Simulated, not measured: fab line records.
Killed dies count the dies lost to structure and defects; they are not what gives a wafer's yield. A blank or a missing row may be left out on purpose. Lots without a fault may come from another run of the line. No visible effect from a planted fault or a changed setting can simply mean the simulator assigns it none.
Matching of chambers ; flow n5 finfet ; 4 sister chambers for N5_BEOL_M11_STRIP_36 on rie diel-05
The step strips in N2/H2. 14 wafers are shown with their chamber, then 7 later ones without.

WAFERS, EACH WITH ITS CHAMBER
wafer;chamber;throttle valve pct (%);showerhead plenum p Torr (Torr);drypump motor current A (A)
L078.3;3;23.70;2.50;5.1
L078.4;0;23.24;2.59;5.9
L078.6;1;24.13;2.41;5.7
L084.4;2;23.21;2.51;6.8
L084.5;0;23.23;2.58;5.9
L084.6;3;23.73;2.50;5.2
L090.1;1;24.05;2.41;5.7
L090.2;3;23.72;2.49;5.2
L090.4;0;23.27;2.58;5.9
L088.1;3;23.73;2.49;5.2
L088.3;0;23.19;2.58;6.0
L088.5;2;23.26;2.50;6.7
L089.2;2;23.28;2.50;6.7
L089.4;1;24.09;2.40;5.8

SIGNATURES (means of the wafers above)
reading;chamber 0;chamber 1;chamber 2;chamber 3;scatter within a chamber
throttle valve pct;23.2325;24.0900;23.2500;23.7200;0.0311
showerhead plenum p Torr;2.5825;2.4067;2.5033;2.4950;0.00555
drypump motor current A;5.925;5.733;6.733;5.175;0.0532
Rule: a wafer lies at a distance from a chamber equal to the root of the sum of squares, over the readings, of (its reading less the chamber's mean, divided by the reading's scatter). If the next closest chamber is less than 2 further off than the closest, the wafer can't be placed; otherwise it belongs to the closest. The scatter is the square root of a quotient: the sum, over the shown wafers, of each reading's squared deviation from its chamber's mean, divided by wafers minus chambers.

WAFERS WITH NO CHAMBER GIVEN
wafer;throttle valve pct (%);showerhead plenum p Torr (Torr);drypump motor current A (A)
L089.5;23.24;2.57;5.9
L091.2;24.09;2.40;5.7
L091.4;23.73;2.49;5.1
L091.5;23.73;2.49;5.2
L096.2;23.56;2.49;5.2
L096.3;23.28;2.50;6.8
L096.5;23.58;2.49;5.2

WHICH CHAMBER EACH ONE RAN IN
wafer;from the rows above;in truth
L089.5;0;0
L091.2;1;1
L091.4;3;3
L091.5;3;3
L096.2;3;3
L096.3;2;2
L096.5;3;3
Placed correctly: 7 of 7. Number that these rows cannot place: 0. 0 placed wrongly.
